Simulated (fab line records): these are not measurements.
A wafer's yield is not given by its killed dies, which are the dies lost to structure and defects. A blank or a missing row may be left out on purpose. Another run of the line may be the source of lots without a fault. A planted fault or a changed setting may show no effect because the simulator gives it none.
Matching of chambers	flow n5_finfet	ald_sin-01 running N5_MOL_CONTACT_COAG_ALD_123: 4 sister chambers
The step deposits SiNx, target thk 5 nm, pulse time 1 s, purge time 2 s. 16 wafers are shown with their chamber, then 8 later ones without.

## WAFERS PAIRED WITH THEIR CHAMBERS
wafer	chamber	heater_power_w (W)	chamber_pressure_Torr (Torr)	susceptor_temp_C (C)
L075.2	3	862	1.997	399.53
L075.3	1	802	2.000	399.79
L075.5	0	816	1.998	400.08
L079.1	0	809	2.004	400.19
L079.3	3	880	2.001	399.98
L079.6	0	819	2.003	399.83
L082.1	3	870	1.999	400.19
L082.2	2	838	2.001	399.87
L082.6	3	883	2.001	400.44
L084.1	3	898	2.000	399.81
L084.5	1	801	2.010	399.63
L084.6	0	815	2.000	400.08
L087.2	0	832	2.000	400.10
L087.5	2	863	1.994	400.10
L087.6	3	860	2.002	400.41
L089.1	1	780	2.004	400.05

SIGNATURES (means of the wafers above)
reading	chamber 0	chamber 1	chamber 2	chamber 3	scatter within a chamber
heater_power_w	818.20	794.33	850.50	875.50	12.7
chamber_pressure_Torr	2.00100	2.00467	1.99750	2.00000	0.0031
susceptor_temp_C	400.0560	399.8233	399.9850	400.0600	0.262
Rule: for each reading, subtract the chamber's mean from the wafer's reading, divide by that reading's scatter and square the result; add these up over the readings and take the root, which gives the wafer's distance from the chamber. If the next closest chamber is less than 2 further off than the closest, the wafer can't be placed; otherwise it belongs to the closest. How the scatter is found: for the shown wafers, subtract from each reading the mean of its chamber, square and add these, divide the total by (wafers less chambers), then take the root.

## WAFERS MISSING THEIR CHAMBER
wafer	heater_power_w (W)	chamber_pressure_Torr (Torr)	susceptor_temp_C (C)
L089.3	861	2.003	399.82
L089.6	823	1.991	399.55
L090.1	860	2.007	399.86
L090.3	855	2.007	400.04
L090.5	870	1.998	399.83
L095.1	831	2.004	400.44
L095.4	800	2.004	400.16
L095.6	810	1.998	400.48

## WHICH CHAMBER EACH ONE RAN IN
wafer	from the rows above	in truth
L089.3	can't be placed: 3 or 2 or 0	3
L089.6	can't be placed: 2 or 0 or 1 or 3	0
L090.1	can't be placed: 3 or 2 or 0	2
L090.3	can't be placed: 3 or 2 or 0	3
L090.5	can't be placed: 3 or 2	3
L095.1	can't be placed: 0 or 2 or 1 or 3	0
L095.4	can't be placed: 1 or 0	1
L095.6	can't be placed: 0 or 1 or 2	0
Correct placement for 0 of the 8. Not placeable from these rows: 8 (in 8, the candidates include the true chamber). 0 placed wrongly.
